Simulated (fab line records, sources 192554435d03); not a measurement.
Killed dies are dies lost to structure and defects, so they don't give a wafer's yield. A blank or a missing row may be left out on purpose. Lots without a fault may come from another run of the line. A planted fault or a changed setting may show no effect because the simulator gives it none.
Which tool did it? | flow n5_finfet | 7 lots, 19 wafers sampled, at 8 steps of a route of 1938

WHAT THE GAUGES READ, wafer by wafer
N5_BEOL_M2_OCD_MEAS_38. Usual: trench_depth_nm 56.0 nm, standard deviation 0.96.
lot  | measured     | on     | trench_depth_nm (nm) | flag
L244 | day 7 02:29  | ocd-01 | 56.2 56.0 56.2       |
L249 | day 8 11:01  | ocd-01 | 57.2 55.8 56.3       |
L254 | day 9 21:21  | ocd-02 | 56.7 87.3            | OFF
L259 | day 10 20:42 | ocd-01 | 87.7 85.7            | OFF
L261 | day 11 19:48 | ocd-01 | 57.1 55.5 55.7       |
L263 | day 12 02:35 | ocd-01 | 55.8 56.7 55.4       |
L264 | day 12 11:52 | ocd-02 | 56.7 56.9 55.4       |

N5_BEOL_M2_THK_MEAS_53: measures by xrf. Usual: M2_THK 40.7 nm, standard deviation 1.6.
lot  | measured     | on            | M2_THK (nm)    | flag
L244 | day 7 06:01  | film_metro-01 | 40.8 40.3 39.1 |
L249 | day 8 15:31  | film_metro-01 | 40.8 40.3 39.2 |
L254 | day 10 01:55 | film_metro-02 | 41.0 70.4      | OFF
L259 | day 11 01:33 | film_metro-01 | 71.9 68.6      | OFF
L261 | day 11 23:10 | film_metro-01 | 40.3 39.8 40.6 |
L263 | day 12 07:05 | film_metro-02 | 42.1 43.9 41.7 |
L264 | day 12 15:18 | film_metro-01 | 42.7 41.1 39.6 |

N5_BEOL_M2_RS_MEAS_58: measures by four-point-probe. Usual: M2_RS 0.66 ohm/sq, standard deviation 0.033.
lot  | measured     | on            | M2_RS (ohm/sq) | flag
L244 | day 7 06:16  | film_metro-02 | 0.66 0.68 0.70 |
L249 | day 8 15:49  | film_metro-02 | 0.65 0.66 0.69 |
L254 | day 10 02:13 | film_metro-02 | 0.65 0.33      | OFF
L259 | day 11 01:49 | film_metro-01 | 0.33 0.35      | OFF
L261 | day 11 23:25 | film_metro-01 | 0.66 0.68 0.66 |
L263 | day 12 07:21 | film_metro-02 | 0.64 0.60 0.65 |
L264 | day 12 15:35 | film_metro-02 | 0.62 0.66 0.68 |

N5_BEOL_M4_RC_MEAS_101. Usual: DIBL_N 36.8 mV/V, standard deviation 2.2; DIBL_P 37.0 mV/V, standard deviation 2.8; IOFF_N 0.18 nA/um, standard deviation 0.043; IOFF_P 0.23 nA/um, standard deviation 0.05; ION_N 680 uA/um, standard deviation 14; ION_P 466 uA/um, standard deviation 9.1; SERP_M2 199 ohm/um, standard deviation 18; SERP_M2_max_site 212 ohm/um, standard deviation 20; SS_N 71.7 mV/dec, standard deviation 0.74; SS_P 73.5 mV/dec, standard deviation 0.79; VT_N 248 mV, standard deviation 4; VT_P -249 mV, standard deviation 4.1.
lot  | measured     | on        | DIBL_N (mV/V)  | DIBL_P (mV/V)  | IOFF_N (nA/um) | IOFF_P (nA/um) | ION_N (uA/um) | ION_P (uA/um) | SERP_M2 (ohm/um) | SERP_M2_max_site (ohm/um) | SS_N (mV/dec)  | SS_P (mV/dec)  | VT_N (mV)   | VT_P (mV)      | flag
L244 | day 8 01:04  | prober-01 | 39.6 35.4 37.8 | 41.3 36.2 39.6 | 0.29 0.17 0.23 | 0.36 0.22 0.32 | 715 691 696   | 484 470 480   | 178 184 186      | 189 195 201               | 72.7 71.5 72.1 | 74.8 73.3 74.0 | 238 247 243 | -241 -246 -242 |
L249 | day 9 11:29  | prober-02 | 37.2 34.5 38.6 | 36.0 33.0 38.7 | 0.17 0.13 0.20 | 0.22 0.18 0.26 | 678 658 677   | 465 457 469   | 181 211 196      | 196 222 204               | 72.8 71.3 72.6 | 73.9 72.6 73.6 | 248 250 246 | -248 -250 -246 |
L254 | day 10 22:02 | prober-01 | 36.0 36.7      | 34.8 34.3      | 0.18 0.18      | 0.22 0.21      | 691 687       | 467 474       | 205 101          | 208 114                   | 71.4 71.0      | 72.5 72.6      | 247 249     | -250 -248      |
L259 | day 11 20:49 | prober-02 | 38.1 38.4      | 35.3 35.4      | 0.18 0.16      | 0.24 0.23      | 688 669       | 475 459       | 109 132          | 112 145                   | 72.0 71.9      | 73.1 73.5      | 249 252     | -246 -248      | OFF
L261 | day 12 20:40 | prober-01 | 33.8 36.8 38.4 | 32.3 36.9 38.7 | 0.13 0.18 0.23 | 0.18 0.25 0.27 | 664 682 700   | 461 468 479   | 181 213 202      | 195 218 208               | 71.4 71.5 71.8 | 72.0 72.8 73.7 | 253 247 242 | -252 -249 -248 |
L263 | day 13 03:29 | prober-01 | 37.4 39.8 38.5 | 36.0 41.2 37.6 | 0.18 0.25 0.21 | 0.20 0.31 0.23 | 687 707 683   | 459 480 460   | 195 169 191      | 212 174 200               | 71.9 73.3 72.8 | 73.4 74.3 73.8 | 249 244 247 | -252 -249 -250 |
L264 | day 13 10:34 | prober-01 | 33.4 37.3 35.5 | 34.3 39.2 37.2 | 0.12 0.20 0.15 | 0.17 0.25 0.22 | 671 687 670   | 460 468 466   | 181 195 221      | 192 210 242               | 70.6 71.6 71.4 | 73.1 73.7 73.1 | 256 246 251 | -255 -250 -250 |

WHICH TOOL RAN EACH LOT (tool, then ch and the chambers of the sampled wafers, then the start)
lot  | N5_BEOL_M2_ETCH_69                 | N5_BEOL_M2_STRIP_36                | N5_BEOL_M2_TRENCH_ETCH_37          | N5_BEOL_M2_ETCH_41
L244 | rie_diel-05 ch 0,2, day 6 21:47    | rie_diel-05 ch 0,2, day 7 02:17    | rie_diel-05 ch 0,2, day 7 02:20    | rie_diel-05 ch 0,2, day 7 02:29 or earlier
L249 | rie_diel-04 ch 0,1,3, day 8 08:05  | rie_diel-05 ch 0,3, day 8 10:50    | rie_diel-05 ch 0,3, day 8 10:52    | rie_diel-05 ch 0,3, day 8 11:01 or earlier
L254 | rie_diel-04 ch 0,1, day 9 17:32    | rie_diel-05 ch 3, day 9 21:09      | rie_diel-05 ch 3, day 9 21:11      | rie_diel-05 ch 3, day 9 21:21 or earlier
L259 | rie_diel-06 ch 1,2, day 10 16:02   | rie_diel-05 ch 1,3, day 10 20:30   | rie_diel-05 ch 1,3, day 10 20:32   | rie_diel-05 ch 1,3, day 10 20:42 or earlier
L261 | rie_diel-05 ch 0,2, day 11 18:44   | rie_diel-04 ch 1,2,3, day 11 19:36 | rie_diel-04 ch 1,2,3, day 11 19:38 | rie_diel-04 ch 1,2,3, day 11 19:48 or earlier
L263 | rie_diel-06 ch 0,1,2, day 11 22:19 | rie_diel-04 ch 0,1,3, day 12 02:24 | rie_diel-04 ch 0,1,3, day 12 02:26 | rie_diel-04 ch 0,1,3, day 12 02:35 or earlier
L264 | rie_diel-04 ch 0,2,3, day 12 11:00 | rie_diel-06 ch 0,2,3, day 12 11:40 | rie_diel-06 ch 0,2,3, day 12 11:43 | rie_diel-06 ch 0,2,3, day 12 11:52 or earlier
- N5_BEOL_M2_ETCH_69: etches SiARC in CF4, target depth 15.6 nm, time 26 s.
- N5_BEOL_M2_STRIP_36: strips in N2/H2.
- N5_BEOL_M2_TRENCH_ETCH_37: etches SiOC in C4F6/O2, target depth 55.555 nm, time 29.2 s.
- N5_BEOL_M2_ETCH_41: etches SiCN in CH3F/O2, target depth 29.9 nm, time 52.5 s.

WHAT THE TOOLS THEMSELVES READ (means of the sampled wafers that have a number; where no wafer has one, the mark that the record gives instead)
N5_BEOL_M2_ETCH_69. Usual: drypump_motor_current_A 5.6 A, standard deviation 0.6; etch_rf_on_time_s 25.8 s, standard deviation 0.66; oes_product_au 0.68 a.u., standard deviation 0.084; rf_vpp_V 184.1 V, standard deviation 1.3; showerhead_plenum_p_Torr 2.15 Torr, standard deviation 0.077; throttle_valve_pct 15.66 %, standard deviation 0.3.
lot  | tool        | drypump_motor_current_A (A) | etch_rf_on_time_s (s) | oes_product_au (a.u.) | rf_vpp_V (V) | showerhead_plenum_p_Torr (Torr) | throttle_valve_pct (%) | flag
L244 | rie_diel-05 | 5.0                         | 25.4                  | 0.65                  | 183.5        | 2.08                            | 15.62                  |
L249 | rie_diel-04 | 6.3                         | 26.2                  | 0.63                  | 183.7        | 2.17                            | 15.93                  |
L254 | rie_diel-04 | 6.3                         | 25.3                  | 0.61                  | 185.8        | 2.21                            | 15.97                  |
L259 | rie_diel-06 | 4.9                         | 26.4                  | 0.62                  | 184.2        | 2.19                            | 15.68                  |
L261 | rie_diel-05 | 5.0                         | 24.8                  | 0.79                  | 185.3        | 2.24                            | 15.38                  |
L263 | rie_diel-06 | 5.4                         | 25.7                  | 0.68                  | 184.0        | 2.16                            | 15.66                  |
L264 | rie_diel-04 | 6.2                         | 26.5                  | 0.66                  | 183.8        | 2.12                            | 15.72                  |

N5_BEOL_M2_STRIP_36. Usual: drypump_motor_current_A 5.7 A, standard deviation 0.6; n2_flow_sccm 199.9 sccm, standard deviation 0.62; oes_product_au 0.81 a.u., standard deviation 0.1; rf_vpp_V 59.3 V, standard deviation 1.5; showerhead_plenum_p_Torr 2.55 Torr, standard deviation 0.094; temp_c 40.00 C, standard deviation 0.11; throttle_valve_pct 23.71 %, standard deviation 0.28.
lot  | tool        | drypump_motor_current_A (A) | n2_flow_sccm (sccm) | oes_product_au (a.u.) | rf_vpp_V (V) | showerhead_plenum_p_Torr (Torr) | temp_c (C) | throttle_valve_pct (%) | flag
L244 | rie_diel-05 | 5.1                         | 199.2               | 0.82                  | 61.1         | 2.52                            | 39.97      | 23.40                  |
L249 | rie_diel-05 | 5.3                         | 200.0               | 0.76                  | 59.2         | 2.47                            | 40.06      | 23.74                  |
L254 | rie_diel-05 | 6.3                         | 200.4               | 0.93                  | 57.4         | 2.60                            | 39.99      | 23.57                  |
L259 | rie_diel-05 | 5.8                         | 200.4               | 0.91                  | 60.6         | 2.66                            | 39.96      | 23.74                  |
L261 | rie_diel-04 | 5.9                         | 200.2               | 0.87                  | 60.9         | 2.50                            | 40.05      | 23.81                  |
L263 | rie_diel-04 | 6.3                         | 200.0               | 0.80                  | 58.5         | 2.55                            | 39.98      | 23.86                  |
L264 | rie_diel-06 | 5.7                         | 199.8               | 0.83                  | 59.2         | 2.57                            | 40.00      | 23.63                  |

N5_BEOL_M2_TRENCH_ETCH_37. Usual: C4F6_flow_sccm 9.994 sccm, standard deviation 0.029; drypump_motor_current_A 5.7 A, standard deviation 0.6; oes_product_au 0.81 a.u., standard deviation 0.1; rf_vpp_V 676 V, standard deviation 16; showerhead_plenum_p_Torr 2.86 Torr, standard deviation 0.1; throttle_valve_pct 20.9 %, standard deviation 0.33.
lot  | tool        | C4F6_flow_sccm (sccm) | drypump_motor_current_A (A) | oes_product_au (a.u.) | rf_vpp_V (V) | showerhead_plenum_p_Torr (Torr) | throttle_valve_pct (%) | flag
L244 | rie_diel-05 | 9.992                 | 5.1                         | 0.82                  | 665          | 2.81                            | 20.5                   |
L249 | rie_diel-05 | 10.025                | 5.3                         | 0.77                  | 675          | 2.77                            | 21.0                   |
L254 | rie_diel-05 | 10.018                | 6.4                         | 1.07                  | 688          | 2.90                            | 20.8                   |
L259 | rie_diel-05 | 9.971                 | 5.8                         | 1.21                  | 683          | 2.95                            | 20.9                   | OFF
L261 | rie_diel-04 | 10.003                | 5.9                         | 0.87                  | 674          | 2.81                            | 21.0                   |
L263 | rie_diel-04 | 10.007                | 6.3                         | 0.80                  | 676          | 2.87                            | 21.1                   |
L264 | rie_diel-06 | 9.963                 | 5.7                         | 0.82                  | 678          | 2.88                            | 20.8                   |

N5_BEOL_M2_ETCH_41. Usual: drypump_motor_current_A 5.7 A, standard deviation 0.6; oes_product_au 0.81 a.u., standard deviation 0.1; rf_vpp_V 297.6 V, standard deviation 1.6; showerhead_plenum_p_Torr 2.01 Torr, standard deviation 0.073; throttle_valve_pct 16.3 %, standard deviation 0.3.
lot  | tool        | drypump_motor_current_A (A) | oes_product_au (a.u.) | rf_vpp_V (V) | showerhead_plenum_p_Torr (Torr) | throttle_valve_pct (%) | flag
L244 | rie_diel-05 | 5.1                         | 0.81                  | 297.2        | 1.98                            | 16.1                   |
L249 | rie_diel-05 | 5.3                         | 0.78                  | 296.1        | 1.95                            | 16.5                   |
L254 | rie_diel-05 | 6.3                         | 0.93                  | 298.6        | 2.04                            | 16.1                   |
L259 | rie_diel-05 | 5.8                         | 0.91                  | 298.5        | 2.07                            | 16.2                   |
L261 | rie_diel-04 | 6.0                         | 0.87                  | 297.0        | 1.97                            | 16.4                   |
L263 | rie_diel-04 | 6.3                         | 0.81                  | 297.3        | 2.02                            | 16.5                   |
L264 | rie_diel-06 | 5.7                         | 0.81                  | 298.1        | 2.02                            | 16.2                   |

THE ANSWER, worked out from the rows above alone
Rule: a lot is off if the mean of its wafers that have a number lies more than 3 standard deviations from the usual mean. A lot without any number at a reading at which 4 lots or more have one is off too. The other lots that the step has rows for count as sound. The gauges are gone through in route order, then the tools' own readings, and for those a lot's mean is taken as printed above. The first step at which some lot is off is used, and at that step the reading that is off furthest; a lot without a number counts as furthest.
Off: L254, L259, at N5_BEOL_M2_OCD_MEAS_38 (trench_depth_nm).
A tool fits if, at a process step before that reading, it ran every lot that is off, and no sound lot after the first of them. The gauges at N5_BEOL_M2_OCD_MEAS_38 aren't tried: what is off there is off at N5_BEOL_M2_THK_MEAS_53 too, on other tools, and a gauge's error can't cause that. N5_BEOL_M2_ETCH_41 gives no start for some lots, so the hours and the order of its lots are those of N5_BEOL_M2_OCD_MEAS_38. One fits: rie_diel-05 at N5_BEOL_M2_STRIP_36 and N5_BEOL_M2_TRENCH_ETCH_37 and N5_BEOL_M2_ETCH_41. At N5_BEOL_M2_STRIP_36 its last sound lot is L249 (day 8 10:50), its first lot that is off L254 (day 9 21:09): a fault that began between those two fits.

WHAT THE SIMULATOR HAD PUT IN
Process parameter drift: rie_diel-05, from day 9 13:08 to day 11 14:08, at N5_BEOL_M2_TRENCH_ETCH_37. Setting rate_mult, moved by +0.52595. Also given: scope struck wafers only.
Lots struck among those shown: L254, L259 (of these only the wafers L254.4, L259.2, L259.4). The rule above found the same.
